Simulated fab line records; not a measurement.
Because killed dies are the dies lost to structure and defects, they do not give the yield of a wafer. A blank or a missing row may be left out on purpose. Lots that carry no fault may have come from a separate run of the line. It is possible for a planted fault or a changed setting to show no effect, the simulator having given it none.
Comparing a struck lot with a sound one -- flow n5_finfet -- 15 out of 1938 route steps
Sound: wafers L673.3, L673.5, L673.6. Struck: wafer L677.4. (L677.5, L677.6 of the same lot were not struck and are left out.) The cause comes at the end.
At each step with rows: each side's tool, then ch and its chambers, then its first start. Under that, the readings that differ: sound wafers -- struck wafers -- difference of the means -- sigmas: that difference in standard deviations of wafers without a fault.
alike: words and numbers the same on both sides, and readings whose means are apart by under 2 such deviations; not compared: readings that were withheld, readings missing a value for some wafer, numbers with overlapping values and no deviation given by the record, and bounds like >300 which may hide the same value.
The two part at a step that has a row with sigmas, a row that says differs or no value, or rows on one side only. Numbers that don't overlap but have no deviation are shown without sigmas and don't part them. Lack of a reading on every wafer of one side parts them only where that side has two or more wafers.

first, 1 step without rows for these wafers: N5_BEOL_M3_DEVELOP_27 (develop time 30 s).
N5_BEOL_M3_CD_MEAS_28: target cd 25.7 nm, target cd y 23.3 nm.
  sound on cd_sem-02 ch 0, day 9 02:01; struck on cd_sem-02 ch 0, day 12 16:11
  alike: cd_nm
N5_BEOL_M3_OVL_MEAS_29:
  sound on overlay-01 ch 0, day 9 02:04; struck on overlay-02 ch 0, day 12 16:14
  alike: V2_OVL
N5_BEOL_M3_INSPECT_30: inspects for defects (brightfield).
  sound: defect_inspect-01 at day 9 02:07; struck: defect_inspect-02 at day 12 16:16
  alike: raw_defect_count
then, 1 step without rows for these wafers: N5_BEOL_M3_DESCUM_33 (chemistry O2, time 7 s).
N5_BEOL_M3_ETCH_77: etches underlayer in N2/H2, target depth 6.5 nm, time 5.2 s.
  sound on rie_diel-01 ch 0,1, day 9 02:55; struck on rie_diel-06 ch 0, day 12 16:20
  alike: bias_w, drypump_motor_current_A, etch_rf_on_time_s, oes_product_au, rf_vpp_V, showerhead_plenum_p_Torr, throttle_valve_pct
  not compared: rf_hours_counter_h
N5_BEOL_M3_ETCH_69: etches SiARC in CF4, target depth 15.6 nm, time 26 s.
  sound on rie_diel-01 ch 0,1, day 9 02:56; struck on rie_diel-06 ch 0, day 12 16:21
reading,sound,struck,difference,sigmas
throttle_valve_pct (%),15.93 15.91 15.71,15.37,-0.48,-2
  alike: bias_w, drypump_motor_current_A, etch_rf_on_time_s, oes_product_au, rf_vpp_V, showerhead_plenum_p_Torr
  not compared: rf_hours_counter_h
N5_BEOL_M3_ALD_98: deposits SiO2, target thk 2.5 nm, pulse time 1 s, co reactant pulse time 1 s.
  sound on ald_sin-02 ch 0,2,3, day 9 03:04; struck on ald_sin-04 ch 1, day 12 16:26
  alike: heater_power_w, precursor_pulse_height_rel
N5_BEOL_M3_ETCHBACK_99: etches SiO2 in CHF3, target depth 5 nm, time 10.4 s.
  sound on rie_diel-01 ch 0,1,3, day 9 04:57; struck on rie_diel-06 ch 1, day 12 22:28
  alike: drypump_motor_current_A, oes_product_au, rf_vpp_V, showerhead_plenum_p_Torr, throttle_valve_pct
  not compared: rf_hours_counter_h
N5_BEOL_M3_ETCH_70: etches SOC in N2/H2, target depth 80 nm, overetch 16 nm, time 120 s.
  sound on rie_diel-01 ch 0,1,3, day 9 04:59; struck on rie_diel-06 ch 1, day 12 22:30
  alike: bias_w, drypump_motor_current_A, oes_product_au, rf_vpp_V, showerhead_plenum_p_Torr, throttle_valve_pct
  not compared: rf_hours_counter_h
then, 2 steps without rows for these wafers: N5_BEOL_M3_STRIP_71 (strips in N2/H2); N5_BEOL_M3_STRIP_78 (strips in N2/H2).
N5_BEOL_M3_VIA_ETCH_34: etches the open film in C4F6/O2, target depth 69.4 nm, time 65.9 s.
  sound on rie_diel-01 ch 0,1,3, day 9 05:05; struck on rie_diel-06 ch 1, day 12 22:36
reading,sound,struck,difference,sigmas
bias_w (W),170.6 169.5 169.5,203.2,+33.3,+67
rf_vpp_V (V),670 673 692,769,+91,+6
model.etch.depth_nm (nm),68.76 69.23 68.73,71.31,+2.40,
  alike: O2_flow_sccm, drypump_motor_current_A, oes_product_au, showerhead_plenum_p_Torr, throttle_valve_pct
  not compared: rf_hours_counter_h
then, 1 step without rows for these wafers: N5_BEOL_M3_STRIP_83 (strips in C4F6/O2).
N5_BEOL_M4_RC_MEAS_101:
  sound on prober-01 ch 0, day 9 17:13; struck on prober-02 ch 0, day 14 08:31
  alike: DIBL_N, DIBL_P, IOFF_N, IOFF_P, ION_N, ION_P, SS_N, SS_P, VT_N, VT_P

## WHERE THEY PART
Earliest at N5_BEOL_M3_ETCH_69; latest, in this record, at N5_BEOL_M3_VIA_ETCH_34. Later steps at which nothing parts them and some readings are alike: N5_BEOL_M4_RC_MEAS_101.

WHY: whatever the simulator had introduced
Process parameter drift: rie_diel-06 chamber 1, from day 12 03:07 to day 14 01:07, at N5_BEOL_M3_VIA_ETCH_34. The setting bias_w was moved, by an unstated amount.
